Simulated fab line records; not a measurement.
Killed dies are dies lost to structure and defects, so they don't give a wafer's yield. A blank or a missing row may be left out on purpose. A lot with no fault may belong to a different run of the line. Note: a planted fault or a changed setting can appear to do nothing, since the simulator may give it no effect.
What tool caused it?    flow nand harc    24 lots, 72 wafers sampled, at 6 steps of a route of 1159

## WHAT THE GAUGES READ, wafer by wafer
The record lacks any reading of a measuring or inspecting step that a usual standard deviation could be used to judge.

## WHICH TOOL RAN EACH LOT (tool, then ch and the chambers of the sampled wafers, then the start)
lot   NHARC_P_M0_DEP_32                NHARC_P_M1_PRE_CLEAN_32          NHARC_P_M2_DESCUM_14                NHARC_P_M2_PVD_20                        NHARC_P_BONDPAD_CMP_32         NHARC_P_BONDPAD_ETCH_37
L074  pecvd-02 ch 0,2, day 5 17:27     pecvd-04 ch 0,1,2, day 5 21:30   rie diel-09 ch 1,2, day 5 22:59     pvd sputter-03, day 6 02:37 or earlier   cmp-04 ch 0,2,3, day 6 02:37   rie diel-11 ch 0,2,3, day 6 03:41
L077  pecvd-01 ch 0,1,2, day 6 17:45   pecvd-01 ch 0,1,2, day 6 21:59   rie diel-03 ch 0,2,3, day 6 23:29   pvd sputter-02, day 7 03:29 or earlier   cmp-03 ch 0,1,2, day 7 03:29   rie diel-11 ch 0,2,3, day 7 04:34
L076  pecvd-02 ch 0,1,2, day 6 18:20   pecvd-02 ch 0,2, day 6 22:25     rie diel-09 ch 1,2,3, day 6 23:54   pvd sputter-03, day 7 03:36 or earlier   cmp-04 ch 1,2,3, day 7 03:36   rie diel-11 ch 1,2,3, day 7 04:44
L078  pecvd-02 ch 0,2, day 6 21:20     pecvd-01 ch 0,2, day 7 01:26     rie diel-09 ch 0,2,3, day 7 03:01   pvd sputter-01, day 7 06:46 or earlier   cmp-04 ch 1,3, day 7 06:46     rie diel-11 ch 1,2,3, day 7 07:44
L075  pecvd-01 ch 0,1,2, day 6 21:34   pecvd-02 ch 0,2, day 7 01:36     rie diel-09 ch 0,2,3, day 7 03:22   pvd sputter-03, day 7 07:00 or earlier   cmp-02 ch 1,2,3, day 7 07:00   rie diel-11 ch 0,1,2, day 7 08:07
L079  pecvd-04 ch 1,2, day 7 12:19     pecvd-01 ch 0,1, day 7 16:29     rie diel-03 ch 0,1,2, day 7 18:01   pvd sputter-03, day 7 21:56 or earlier   cmp-04 ch 0,2,3, day 7 21:56   rie diel-11 ch 2,3, day 7 23:01
L080  pecvd-01 ch 0,1,2, day 7 15:04   pecvd-01 ch 0,2, day 7 19:13     rie diel-03 ch 0,2,3, day 7 20:45   pvd sputter-02, day 8 00:35 or earlier   cmp-04 ch 0,3, day 8 00:35     rie diel-11 ch 0,1, day 8 01:34
L081  pecvd-04 ch 0,1, day 7 16:15     pecvd-01 ch 0,1, day 7 20:16     rie diel-03 ch 0,2,3, day 7 21:48   pvd sputter-02, day 8 01:26 or earlier   cmp-03 ch 1,2, day 8 01:26     rie diel-08 ch 1,2,3, day 8 02:28
L082  pecvd-01 ch 0,2, day 7 20:44     pecvd-01 ch 0,1,2, day 8 00:55   rie diel-03 ch 1,2,3, day 8 02:26   pvd sputter-02, day 8 05:59 or earlier   cmp-02 ch 0,2,3, day 8 05:59   rie diel-11 ch 0,1,3, day 8 07:04
L083  pecvd-02 ch 0,1,2, day 8 09:58   pecvd-02 ch 0,1, day 8 13:58     rie diel-03 ch 0,1, day 8 15:27     pvd sputter-03, day 8 19:00 or earlier   cmp-04 ch 0,1,2, day 8 19:00   rie diel-11 ch 1,3, day 8 20:08
L087  pecvd-02 ch 0,1,2, day 9 02:49   pecvd-01 ch 0,1,2, day 9 06:53   rie diel-03 ch 0,1,3, day 9 08:22   pvd sputter-03, day 9 12:08 or earlier   cmp-03 ch 2,3, day 9 12:08     rie diel-11 ch 0,1,2, day 9 13:16
L086  pecvd-04 ch 0,1,2, day 9 03:05   pecvd-02 ch 0,2, day 9 07:14     rie diel-03 ch 0,1, day 9 08:55     pvd sputter-02, day 9 12:54 or earlier   cmp-02 ch 1,3, day 9 12:54     rie diel-11 ch 1,2, day 9 14:00
L084  pecvd-02 ch 0,1, day 9 03:16     pecvd-02 ch 0,2, day 9 07:34     rie diel-12 ch 0,1,3, day 9 09:11   pvd sputter-01, day 9 13:05 or earlier   cmp-02 ch 0,2,3, day 9 13:05   rie diel-11 ch 1,2,3, day 9 14:13
L085  pecvd-02 ch 0,1,2, day 9 12:53   pecvd-02 ch 1,2, day 9 16:52     rie diel-03 ch 1,3, day 9 18:25     pvd sputter-01, day 9 22:04 or earlier   cmp-02 ch 0,1,2, day 9 22:04   rie diel-11 ch 0,2,3, day 9 23:08
L088  pecvd-02 ch 0,2, day 9 18:17     pecvd-02 ch 0,1, day 9 22:37     rie diel-12 ch 0,1,3, day 10 00:07  pvd sputter-01, day 10 03:58 or earlier  cmp-02 ch 0,2,3, day 10 03:58  rie diel-08 ch 0,1,3, day 10 04:58
L089  pecvd-02 ch 0,1,2, day 9 19:21   pecvd-02 ch 0,1,2, day 9 23:16   rie diel-12 ch 0,1, day 10 00:46    pvd sputter-01, day 10 04:32 or earlier  cmp-02 ch 2,3, day 10 04:32    rie diel-13 ch 0,1,3, day 10 05:31
L090  pecvd-01 ch 0,1,2, day 9 22:23   pecvd-02 ch 0,1,2, day 10 02:30  rie diel-12 ch 1,2,3, day 10 03:53  pvd sputter-03, day 10 07:31 or earlier  cmp-03 ch 1,2,3, day 10 07:31  rie diel-13 ch 0,1,3, day 10 08:33
L091  pecvd-01 ch 1,2, day 10 02:16    pecvd-04 ch 0,2, day 10 06:20    rie diel-12 ch 0,1, day 10 07:50    pvd sputter-01, day 10 11:38 or earlier  cmp-03 ch 0,2,3, day 10 11:38  rie diel-11 ch 0,1, day 10 12:43
L093  pecvd-01 ch 0,1,2, day 10 11:27  pecvd-04 ch 0,1, day 10 15:34    rie diel-03 ch 0,1,2, day 10 17:05  pvd sputter-01, day 10 20:44 or earlier  cmp-02 ch 0,2,3, day 10 20:44  rie diel-11 ch 0,1,2, day 10 21:49
L092  pecvd-02 ch 0,1, day 10 12:06    pecvd-02 ch 0,1,2, day 10 16:14  rie diel-03 ch 1,2,3, day 10 17:47  pvd sputter-02, day 10 21:20 or earlier  cmp-03 ch 0,1,3, day 10 21:20  rie diel-11 ch 1,2,3, day 10 22:26
L094  pecvd-02 ch 0,1,2, day 10 17:40  pecvd-02 ch 0,2, day 10 21:46    rie diel-03 ch 0,1, day 10 23:18    pvd sputter-01, day 11 02:54 or earlier  cmp-04 ch 0,1, day 11 02:54    rie diel-11 ch 0,2,3, day 11 03:55
L096  pecvd-04 ch 1,2, day 11 04:56    pecvd-04 ch 0,1, day 11 09:02    rie diel-03 ch 1,2, day 11 10:35    pvd sputter-01, day 11 14:14 or earlier  cmp-04 ch 0,2,3, day 11 14:14  rie diel-11 ch 1,3, day 11 15:22
L095  pecvd-02 ch 1,2, day 11 05:40    pecvd-02 ch 0,1,2, day 11 09:46  rie diel-12 ch 0,2, day 11 11:08    pvd sputter-02, day 11 14:52 or earlier  cmp-02 ch 0,2,3, day 11 14:52  rie diel-08 ch 1,2,3, day 11 16:08
L097  pecvd-04 ch 0,1,2, day 12 04:28  pecvd-04 ch 0,1,2, day 12 08:41  rie diel-03 ch 0,1,3, day 12 10:11  pvd sputter-02, day 12 16:37 or earlier  cmp-03 ch 0,2,3, day 12 16:37  rie diel-11 ch 0,1,3, day 12 17:46
- NHARC_P_M0_DEP_32: deposits SiCN, target thk 30 nm.
- NHARC_P_M1_PRE_CLEAN_32: time 12 s.
- NHARC_P_M2_DESCUM_14: chemistry O2, time 3 s.
- NHARC_P_M2_PVD_20: deposits TaN, target thk 5 nm, time 8.06 s.
- NHARC_P_BONDPAD_CMP_32: polishes SiCN, target thk 200 nm.
- NHARC_P_BONDPAD_ETCH_37: etches the open film in N2/H2, target depth 60 nm, overetch 18 nm, time 65.91 s.

## WHAT THE TOOLS THEMSELVES READ (means of the sampled wafers that have a number; where no wafer has one, the mark that the record gives instead)
NHARC_P_M0_DEP_32.
lot   tool      heater power w (W)
L074  pecvd-02  649
L077  pecvd-01  580
L076  pecvd-02  662
L078  pecvd-02  690
L075  pecvd-01  505
L079  pecvd-04  538
L080  pecvd-01  565
L081  pecvd-04  519
L082  pecvd-01  517
L083  pecvd-02  579
L087  pecvd-02  645
L086  pecvd-04  533
L084  pecvd-02  598
L085  pecvd-02  614
L088  pecvd-02  634
L089  pecvd-02  635
L090  pecvd-01  579
L091  pecvd-01  539
L093  pecvd-01  553
L092  pecvd-02  579
L094  pecvd-02  622
L096  pecvd-04  557
L095  pecvd-02  662
L097  pecvd-04  517

NHARC_P_M1_PRE_CLEAN_32.
lot   tool      heater power w (W)
L074  pecvd-04  575
L077  pecvd-01  598
L076  pecvd-02  711
L078  pecvd-01  585
L075  pecvd-02  763
L079  pecvd-01  662
L080  pecvd-01  633
L081  pecvd-01  650
L082  pecvd-01  639
L083  pecvd-02  618
L087  pecvd-01  601
L086  pecvd-02  672
L084  pecvd-02  697
L085  pecvd-02  686
L088  pecvd-02  654
L089  pecvd-02  654
L090  pecvd-02  639
L091  pecvd-04  537
L093  pecvd-04  585
L092  pecvd-02  686
L094  pecvd-02  658
L096  pecvd-04  575
L095  pecvd-02  657
L097  pecvd-04  576

NHARC_P_M2_DESCUM_14.
lot   tool         drypump motor current A (A)  oes product au (a.u.)  rf vpp V (V)  showerhead plenum p Torr (Torr)  throttle valve pct (%)
L074  rie diel-09  5.8                          1.003                  57.7          1.98                             11.298
L077  rie diel-03  5.7                          0.995                  58.4          2.00                             11.307
L076  rie diel-09  5.8                          0.988                  57.9          1.97                             11.311
L078  rie diel-09  5.5                          1.003                  57.6          1.93                             11.315
L075  rie diel-09  5.5                          1.001                  58.4          1.93                             11.315
L079  rie diel-03  5.5                          1.001                  58.0          1.93                             11.314
L080  rie diel-03  5.7                          1.003                  57.3          2.00                             11.311
L081  rie diel-03  5.7                          0.997                  58.6          2.00                             11.315
L082  rie diel-03  5.5                          1.003                  57.4          1.96                             11.308
L083  rie diel-03  5.3                          1.003                  57.6          1.86                             11.314
L087  rie diel-03  5.5                          1.005                  59.0          1.93                             11.314
L086  rie diel-03  5.3                          1.010                  57.6          1.86                             11.312
L084  rie diel-12  5.6                          0.996                  57.8          1.97                             11.314
L085  rie diel-03  5.6                          0.997                  58.2          1.96                             11.302
L088  rie diel-12  5.6                          1.008                  58.5          1.97                             11.318
L089  rie diel-12  5.7                          1.005                  57.6          1.93                             11.314
L090  rie diel-12  5.9                          1.002                  58.7          2.02                             11.305
L091  rie diel-12  5.9                          0.998                  58.0          1.96                             11.313
L093  rie diel-03  5.5                          1.007                  57.8          1.93                             11.322
L092  rie diel-03  5.5                          1.002                  58.1          1.96                             11.321
L094  rie diel-03  5.5                          1.005                  56.9          1.90                             11.315
L096  rie diel-03  5.3                          1.001                  57.6          1.89                             11.310
L095  rie diel-12  6.0                          0.999                  58.5          2.00                             11.311
L097  rie diel-03  5.5                          1.005                  57.5          1.93                             11.313

NHARC_P_M2_PVD_20.
lot   tool            cathode dc power W (W)  throttle valve pct (%)
L074  pvd sputter-03  14998                   30.0
L077  pvd sputter-02  15002                   29.8
L076  pvd sputter-03  15002                   30.9
L078  pvd sputter-01  15001                   29.2
L075  pvd sputter-03  15001                   29.9
L079  pvd sputter-03  15000                   30.6
L080  pvd sputter-02  15001                   29.1
L081  pvd sputter-02  15002                   29.3
L082  pvd sputter-02  15001                   29.2
L083  pvd sputter-03  14999                   30.7
L087  pvd sputter-03  15001                   30.6
L086  pvd sputter-02  14999                   29.2
L084  pvd sputter-01  15000                   29.1
L085  pvd sputter-01  15000                   29.9
L088  pvd sputter-01  14997                   29.8
L089  pvd sputter-01  15000                   28.1
L090  pvd sputter-03  15000                   30.1
L091  pvd sputter-01  15004                   28.7
L093  pvd sputter-01  15000                   28.0
L092  pvd sputter-02  14999                   30.2
L094  pvd sputter-01  15001                   30.0
L096  pvd sputter-01  14998                   29.0
L095  pvd sputter-02  15001                   30.1
L097  pvd sputter-02  14999                   29.7

NHARC_P_BONDPAD_CMP_32.
lot   tool    motor current A (A)
L074  cmp-04  12.5
L077  cmp-03  11.5
L076  cmp-04  11.8
L078  cmp-04  11.7
L075  cmp-02  11.5
L079  cmp-04  12.5
L080  cmp-04  12.2
L081  cmp-03  13.0
L082  cmp-02  11.6
L083  cmp-04  11.9
L087  cmp-03  12.4
L086  cmp-02  11.6
L084  cmp-02  11.8
L085  cmp-02  12.2
L088  cmp-02  11.8
L089  cmp-02  11.2
L090  cmp-03  12.0
L091  cmp-03  11.6
L093  cmp-02  11.8
L092  cmp-03  11.4
L094  cmp-04  11.9
L096  cmp-04  12.3
L095  cmp-02  11.7
L097  cmp-03  11.7

NHARC_P_BONDPAD_ETCH_37.
lot   tool         drypump motor current A (A)  n2 flow sccm (sccm)  oes product au (a.u.)  rf vpp V (V)  showerhead plenum p Torr (Torr)  throttle valve pct (%)
L074  rie diel-11  5.5                          150.2                0.992                  433           2.10                             14.165
L077  rie diel-11  5.5                          149.4                0.985                  433           2.10                             14.168
L076  rie diel-11  5.4                          150.1                0.994                  431           2.09                             14.172
L078  rie diel-11  5.4                          149.7                0.993                  432           2.09                             14.167
L075  rie diel-11  5.8                          149.8                0.993                  430           2.00                             14.174
L079  rie diel-11  5.1                          150.0                0.983                  435           2.18                             14.166
L080  rie diel-11  6.1                          150.0                0.996                  427           1.91                             14.175
L081  rie diel-08  6.4                          149.6                0.991                  430           2.00                             14.173
L082  rie diel-11  5.7                          150.1                1.000                  430           2.01                             14.165
L083  rie diel-11  5.7                          149.8                1.014                  430           2.00                             14.162
L087  rie diel-11  5.8                          149.8                0.988                  429           2.00                             14.170
L086  rie diel-11  5.7                          149.2                0.996                  428           1.99                             14.166
L084  rie diel-11  5.4                          150.2                0.998                  432           2.09                             14.168
L085  rie diel-11  5.5                          150.5                0.986                  433           2.10                             14.174
L088  rie diel-08  6.1                          149.9                0.995                  429           1.99                             14.162
L089  rie diel-13  5.7                          150.0                0.997                  432           2.11                             14.174
L090  rie diel-13  5.7                          150.2                1.009                  432           2.11                             14.168
L091  rie diel-11  6.1                          149.4                0.997                  426           1.92                             14.173
L093  rie diel-11  5.8                          150.2                0.996                  430           2.00                             14.175
L092  rie diel-11  5.4                          149.8                0.997                  431           2.09                             14.167
L094  rie diel-11  5.5                          150.1                0.993                  431           2.10                             14.170
L096  rie diel-11  5.3                          149.8                0.998                  432           2.09                             14.166
L095  rie diel-08  6.3                          149.8                0.999                  429           1.99                             14.177
L097  rie diel-11  5.7                          150.0                1.000                  429           2.00                             14.169

## THE ANSWER, worked out from the rows above alone
Rule: the lots themselves supply what counts as usual. The widest of any qualifying gaps counts: lots, ordered by their means at a reading, are off when they make up no more than a third of the lots, leave a main group of 4 or more, and stand apart from it by 3 or more times the standard deviation of that group's means. If all means in a main group match to the digits the tables above print for the reading, that group is not used. Also off: a lot with no number at a reading for which 4 or more lots have one. Where the step has rows for the other lots, those lots are counted as sound. After the gauges, taken in route order, come the tools' own readings; for these a lot's mean is taken, as printed above. The first step at which some lot is off is used, and at that step the reading that is off furthest; a lot without a number counts as furthest.
No lot is off at any reading shown: from this, nothing can be told.

## WHAT HAD BEEN PUT IN BY THE SIMULATOR
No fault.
